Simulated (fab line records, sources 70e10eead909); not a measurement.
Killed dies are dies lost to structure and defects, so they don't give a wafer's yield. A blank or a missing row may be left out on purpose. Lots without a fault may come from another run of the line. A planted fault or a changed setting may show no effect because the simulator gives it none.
fab line records | flow nand_harc
record lots=14 wafers=42 last_day=25
route steps=1159 shown A_ONON_D1@444 A_CHANNEL_HOLE_D1@467
lots that met no fault: from a run of the same line without faults
start_h: hours from the record's first day to the start of the lot's first wafer shown | wait_h: hours since the lot's step before | " the same as in the row above | L1.1+2: a row that stands for several wafers | - no value, or no start given | * or withheld: withheld | < > ~ a bound
route shown NAME@n: a module of which the file shows steps, and the number in the route of the first | usual: mean/standard deviation of fault-free wafers | same: alike in all rows | chamber/n: place in a boat | sites: the reading at each site | _std_site: their standard deviation | _edge_site: outer sites' mean less inner sites' | radius_mm: how far each site lies from the wafer's centre | mask NAME#n: copy n | behind: the tool/chamber that last shaped the wafer | hold: why the lot was held/for how many hours/how that ended | device: the transistor (n, p or np) that didn't switch | end of line: the same wafers' tests at the end of the route | a step without rows: its recipe alone | killed: dies lost to structure and defects at the first sort, not the wafer's yield | map: a wafer's dies, x killed, . not, _ none there
set.NAME: the setting as run; set.NAME@STEP: as run at that earlier step | model.NAME: the simulator's own value behind a step, which no gauge read
steps of the route over a sample of lots; a table a step, a row a wafer
services: from which hour (start_h, from the record's first day; less than 0 if before it) a tool's chamber was out of use, for how many hours, and why
## steps
# step NHARC_A_ONON_D1_DEP_28
# recipe target_thk_a=10000 n2_flow_sccm=2750 n2o_flow_sccm=2000 nh3_flow_sccm=500 sih4_flow_sccm=210 temp_c=400
# columns lot.wafer tool chamber start_h wait_h
L852.1+2+3 pecvd_onon-03 0 175.73 0.1
L853.1+3+5 pecvd_onon-03 0 176.09 0.1
L855.2+4+5 pecvd_onon-04 0 190.17 0.1
L856.2+4+5 pecvd_onon-02 0 197.89 0.1
L858.1+5+6 pecvd_onon-02 0 210.16 0.1
L859.1+3+5 pecvd_onon-04 0 210.30 0.1
L860.2+4+5 pecvd_onon-02 0 216.68 0.1
L857.1+2+6 pecvd_onon-03 0 216.76 0.1
L861.1+4+6 pecvd_onon-02 0 216.98 0.1
L864.1+2+4 pecvd_onon-03 0 240.70 0.1
L871.1+3+4 pecvd_onon-03 0 277.22 0.1
L872.1+2+5 pecvd_onon-02 0 287.44 0.1
L873.2+4+6 pecvd_onon-04 0 287.53 0.1
L875.2+4+6 pecvd_onon-04 0 308.06 0.1
# step NHARC_A_ONON_D1_THK_MEAS_30
# recipe thk_meas_gauge=ellipsometry
# usual thk_nm=997/11
# columns lot.wafer tool chamber start_h wait_h thk_nm
L852.1 film_metro-02 - 176.25 - 977
L852.2 " - " " 978
L852.3 " - " " 978
L853.1 film_metro-01 - 176.59 - 985
L853.3 " - " " 983
L853.5 " - " " 985
L855.2 film_metro-02 - 190.63 - 1005
L855.4 " - " " 1006
L855.5 " - " " 1009
L856.2 film_metro-02 - 198.35 - 986
L856.4 " - " " 986
L856.5 " - " " 986
L858.1 film_metro-02 - 210.67 - 999
L858.5 " - " " 1000
L858.6 " - " " 1000
L859.1 film_metro-01 - 210.82 - 983
L859.3 " - " " 983
L859.5 " - " " 983
L860.2 film_metro-01 - 217.13 - 1119
L860.4 " - " " 1119
L860.5 " - " " 1121
L857.1 film_metro-01 - 217.27 - 997
L857.2 " - " " 996
L857.6 " - " " 996
L861.1 film_metro-01 - 217.49 - 1092
L861.4 " - " " 1091
L861.6 " - " " 1090
L864.1 film_metro-02 - 241.22 - 999
L864.2 " - " " 998
L864.4 " - " " 999
L871.1 film_metro-02 - 277.73 - 994
L871.3 " - " " 996
L871.4 " - " " 996
L872.1 film_metro-02 - 287.94 - 976
L872.2 " - " " 975
L872.5 " - " " 976
L873.2 film_metro-01 - 287.98 - 1016
L873.4 " - " " 1017
L873.6 " - " " 1016
L875.2 film_metro-02 - 308.51 - 1011
L875.4 " - " " 1011
L875.6 " - " " 1013
# step NHARC_A_ONON_D1_INSPECT_32
# usual raw_defect_count=75/25
# columns lot.wafer tool chamber start_h wait_h raw_defect_count
L852.1 defect_inspect-02 - 176.80 0.0 41
L852.2 " - " " 46
L852.3 " - " " 47
L853.1 defect_inspect-01 - 177.13 0.0 80
L853.3 " - " " 76
L853.5 " - " " 73
L855.2 defect_inspect-02 - 191.16 0.0 35
L855.4 " - " " 65
L855.5 " - " " 72
L856.2 defect_inspect-01 - 198.91 0.0 76
L856.4 " - " " 69
L856.5 " - " " 103
L858.1 defect_inspect-01 - 211.23 0.0 90
L858.5 " - " " 105
L858.6 " - " " 128
L859.1 defect_inspect-01 - 211.43 0.0 75
L859.3 " - " " 27
L859.5 " - " " 108
L860.2 defect_inspect-01 - 217.67 0.0 46
L860.4 " - " " 95
L860.5 " - " " 75
L857.1 defect_inspect-01 - 217.82 0.0 34
L857.2 " - " " 38
L857.6 " - " " 81
L861.1 defect_inspect-01 - 218.11 0.0 112
L861.4 " - " " 91
L861.6 " - " " 58
L864.1 defect_inspect-02 - 241.80 0.0 64
L864.2 " - " " 36
L864.4 " - " " 82
L871.1 defect_inspect-02 - 278.26 0.0 94
L871.3 " - " " 60
L871.4 " - " " 82
L872.1 defect_inspect-02 - 288.49 0.0 41
L872.2 " - " " 54
L872.5 " - " " 111
L873.2 defect_inspect-01 - 288.52 0.0 73
L873.4 " - " " 78
L873.6 " - " " 68
L875.2 defect_inspect-01 - 309.05 0.0 82
L875.4 " - " " 46
L875.6 " - " " 133
# step NHARC_A_CHANNEL_HOLE_D1_ETCH_39
# recipe target_depth_a=2600 over_etch_frac=0.3 time_s=325 ion_energy_ev=200 n2_flow_sccm=150 h2_flow_sccm=150 ar_flow_sccm=0 rf_w=400 bias_w=150 chemistry=N2/H2
# usual drypump_motor_current_A=5.7/0.52 oes_product_au=1.001/0.0088 rf_fwd_power_W=399.2/1.1 rf_vpp_V=430.4/2.6 showerhead_plenum_p_Torr=2.03/0.088 throttle_valve_pct=14.171/0.0078
# columns lot.wafer tool chamber start_h wait_h drypump_motor_current_A oes_product_au rf_fwd_power_W rf_hours_counter_h rf_vpp_V showerhead_plenum_p_Torr throttle_valve_pct
L852.2 rie_diel-07 3 - - 6.5 0.996 396.9 9 431.5 2.06 14.176
L852.3 " 0 " " 6.2 1.006 400.7 8 434.9 2.13 14.184
L852.1 " 1 " " 5.5 1.002 398.3 8 433.9 2.18 14.179
L853.3 rie_diel-07 2 - - 6.4 1.007 398.6 9 426.8 1.91 14.165
L853.1 " 1 " " 5.5 0.998 399.0 8 433.4 2.18 14.179
L853.5 " 2 " " 6.4 1.012 399.0 - 427.2 1.91 14.174
L855.2 rie_diel-07 0 - - 6.2 0.994 400.0 10 433.5 2.13 14.169
L855.4 " 2 " " 6.5 1.008 399.6 10 426.1 1.90 14.172
L855.5 " 0 " " 6.2 0.990 399.7 - 430.5 2.13 14.177
L856.4 rie_diel-07 0 - - 6.1 1.002 399.0 11 432.7 2.13 14.180
L856.2 " 2 " " 6.4 1.009 398.2 11 427.0 1.90 14.177
L856.5 " 1 " " 5.5 1.004 400.4 - 433.3 2.18 14.168
L858.1 rie_diel-07 0 - - 6.1 1.000 397.9 11 433.2 2.13 14.155
L858.5 " 0 " " 6.2 0.995 398.3 - 433.4 2.13 14.161
L858.6 " 1 " " 5.5 1.008 399.9 - 434.3 2.18 14.171
L859.1 rie_diel-10 0 - - 5.3 1.001 398.2 3 428.4 1.93 14.171
L859.3 " 2 " " 5.7 0.999 398.6 2 427.4 1.98 14.166
L859.5 " 1 " " 5.5 0.985 398.6 - 429.8 2.01 14.174
L857.2 rie_diel-07 2 - - 6.4 1.006 397.2 12 427.3 1.90 14.166
L857.1 " 0 " " 6.2 0.994 400.8 12 431.3 2.13 14.167
L857.6 " 2 " " 6.4 1.014 397.3 - 425.7 1.90 14.163
L864.4 rie_diel-12 3 - - 5.4 1.001 400.0 2 427.8 1.92 14.173
L864.2 " 0 " " 6.3 0.997 398.3 2 428.5 1.97 14.184
L864.1 " 2 " " 5.2 0.993 399.1 2 429.0 1.99 14.165
L871.1 rie_diel-07 1 - - 5.5 0.998 398.3 2 434.6 2.18 14.164
L871.4 " 2 " " 6.4 1.009 399.0 2 427.6 1.90 14.174
L871.3 " 3 " " 6.5 0.988 399.6 3 431.1 2.05 14.168
L872.2 rie_diel-10 2 - - 5.7 1.003 399.8 9 428.5 1.98 14.175
L872.1 " 0 " " 5.3 1.004 398.0 10 428.4 1.93 14.176
L872.5 " 3 " " 5.1 1.008 399.8 - 432.4 2.10 14.168
L873.2 rie_diel-12 2 - - 5.2 0.994 398.3 4 430.3 1.99 14.188
L873.4 " 3 " " 5.4 1.009 399.9 4 428.2 1.92 14.170
L873.6 " 3 " " 5.4 1.006 399.1 - 426.6 1.92 14.169
L875.2 rie_diel-12 0 - - 6.3 1.007 399.4 5 428.9 1.97 14.183
L875.4 " 1 " " 4.9 0.988 399.5 6 432.8 2.07 14.183
L875.6 " 1 " " 4.9 0.994 400.3 - 433.1 2.07 14.178
# step NHARC_A_CHANNEL_HOLE_D1_ETCH_34
# recipe target_depth_a=1540 time_s=77 cf4_flow_sccm=100 chf3_flow_sccm=30 ar_flow_sccm=0 rf_w=500 bias_w=200 chemistry=CF4/CHF3
# usual drypump_motor_current_A=5.7/0.53 oes_product_au=0.950/0.024 rf_fwd_power_W=496.1/1.7 rf_vpp_V=370.4/2.3 showerhead_plenum_p_Torr=1.57/0.062 throttle_valve_pct=16.802/0.0087
# columns lot.wafer tool chamber start_h wait_h drypump_motor_current_A oes_product_au rf_fwd_power_W rf_hours_counter_h rf_vpp_V showerhead_plenum_p_Torr throttle_valve_pct
L852.2 rie_diel-07 1 - - 5.5 0.918 495.6 8 372.7 1.67 16.802
L852.3 " 2 " " 6.4 0.917 493.8 8 366.2 1.48 16.790
L852.1 " 3 " " 6.5 0.920 497.1 9 370.7 1.59 16.798
L853.1 rie_diel-07 3 - - 6.5 0.909 497.9 9 371.3 1.59 16.815
L853.3 " 0 " " 6.2 0.922 498.1 9 372.0 1.64 16.816
L853.5 " 3 " " 6.5 0.930 498.8 - 372.8 1.59 16.815
L855.2 rie_diel-07 1 - - 5.5 0.959 495.7 9 375.6 1.67 16.785
L855.4 " 2 " " 6.5 0.966 496.6 10 365.4 1.48 16.804
L855.5 " 3 " " 6.5 0.979 498.6 - 369.7 1.59 16.807
L856.4 rie_diel-07 0 - - 6.2 0.919 497.5 11 372.7 1.64 16.810
L856.2 " 1 " " 5.5 0.933 493.4 10 373.6 1.67 16.790
L856.5 " 0 " " 6.1 0.912 496.7 - 372.1 1.64 16.797
L858.1 rie_diel-07 2 - - 6.4 0.925 495.5 11 368.2 1.48 16.812
L858.6 " 3 " " 6.5 0.930 495.2 - 371.5 1.59 16.810
L858.5 " 0 " " 6.2 0.921 497.9 - 373.6 1.64 16.806
L859.3 rie_diel-10 0 - - 5.3 0.957 497.4 3 369.2 1.50 16.800
L859.1 " 1 " " 5.5 0.945 496.2 2 369.1 1.55 16.797
L859.5 " 1 " " 5.5 0.938 495.1 - 370.4 1.55 16.794
L857.1 rie_diel-07 3 - - 6.5 0.916 496.4 13 371.4 1.59 16.791
L857.2 " 0 " " 6.1 0.923 497.3 12 371.8 1.64 16.812
L857.6 " 3 " " 6.5 0.917 496.3 - 369.2 1.59 16.812
L864.4 rie_diel-12 1 - - 5.0 0.956 496.7 2 371.4 1.59 16.815
L864.1 " 2 " " 5.2 0.963 496.1 2 370.2 1.54 16.795
L864.2 " 0 " " 6.3 0.984 496.7 2 368.9 1.53 16.802
L871.1 rie_diel-07 1 - - 5.5 0.958 497.8 3 373.1 1.67 16.808
L871.3 " 2 " " 6.4 0.980 495.8 2 365.7 1.48 16.798
L871.4 " 3 " " 6.5 0.972 496.4 3 370.2 1.58 16.788
L872.1 rie_diel-10 1 - - 5.5 0.917 498.2 8 368.8 1.55 16.803
L872.2 " 3 " " 5.1 0.934 498.0 10 373.8 1.62 16.808
L872.5 " 1 " " 5.5 0.906 494.6 - 367.9 1.55 16.793
L873.2 rie_diel-12 3 - - 5.4 0.931 494.0 4 368.8 1.49 16.794
L873.4 " 1 " " 4.9 0.923 496.3 4 372.9 1.59 16.787
L873.6 " 3 " " 5.4 0.927 495.4 - 368.0 1.49 16.813
L875.4 rie_diel-12 1 - - 4.9 0.961 495.8 6 370.7 1.59 16.804
L875.2 " 0 " " 6.3 0.952 495.6 6 369.8 1.53 16.808
L875.6 " 1 " " 4.9 0.971 495.1 - 371.8 1.59 16.802
## services
# columns tool chamber start_h hours kind
pecvd_onon-03 - 153.00 13.0 pm
rie_diel-12 1 153.33 3.8 repair
rie_diel-07 0 158.21 - clean
rie_diel-07 1 158.21 - clean
rie_diel-07 2 158.21 - clean
rie_diel-07 3 158.21 - clean
rie_diel-10 - 176.50 9.0 pm
rie_diel-07 0 182.71 - clean
rie_diel-07 1 182.71 - clean
rie_diel-07 2 182.71 - clean
rie_diel-07 3 182.71 - clean
rie_diel-12 - 185.43 0.2 repair
rie_diel-12 - 199.82 0.5 repair
rie_diel-12 - 202.40 9.0 pm
rie_diel-07 0 207.21 - clean
rie_diel-07 - 228.24 9.0 pm
pecvd_onon-04 - 237.28 13.0 pm
rie_diel-07 1 263.85 7.2 repair
rie_diel-10 1 270.01 4.2 repair
rie_diel-07 2 270.75 6.2 repair
pecvd_onon-02 - 292.00 13.0 pm
rie_diel-07 3 294.09 10.1 repair
rie_diel-10 2 294.88 3.2 repair
rie_diel-12 - 305.33 2.6 repair
## key
first_sign step=NHARC_A_ONON_D1_THK_MEAS_30 reading=thk_nm direction=up sigmas=9.7 usual=997 struck=1105
effect none on later readings
met_at NHARC_A_ONON_D1_DEP_28
struck_lots L860,L861
later_rows_left_out L860.2,L860.4,L860.5,L861.1,L861.4,L861.6
sort_left_out L860.2,L860.4,L860.5,L861.1,L861.4,L861.6
tester_left_out L860,L861
not_acting_at NHARC_A_ONON_D1_INSPECT_32,NHARC_A_CHANNEL_HOLE_D1_ETCH_39,NHARC_A_CHANNEL_HOLE_D1_ETCH_34
fault kind=process_parameter_drift tool=pecvd_onon-02 chamber=- onset_h=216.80 steps=NHARC_A_ONON_D1_DEP_28 channel=target_thk_a offset=* shape=step end_h=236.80 acts_in=* stated=*
# tester_left_out: of these lots the tester's yield and bins aren't shown, on N5 and GAA mostly nor the transistor test; their killed dies are dies lost to structure and defects alone, not to doping, threshold or leakage, so they don't give the yield
# sort_left_out: the simulated sort isn't trusted on such a fault, so these wafers' sort isn't shown, and their yield isn't known
# later_rows_left_out: the simulator's readings of these wafers behind a module that went badly wrong aren't trusted and aren't shown, but for the sort
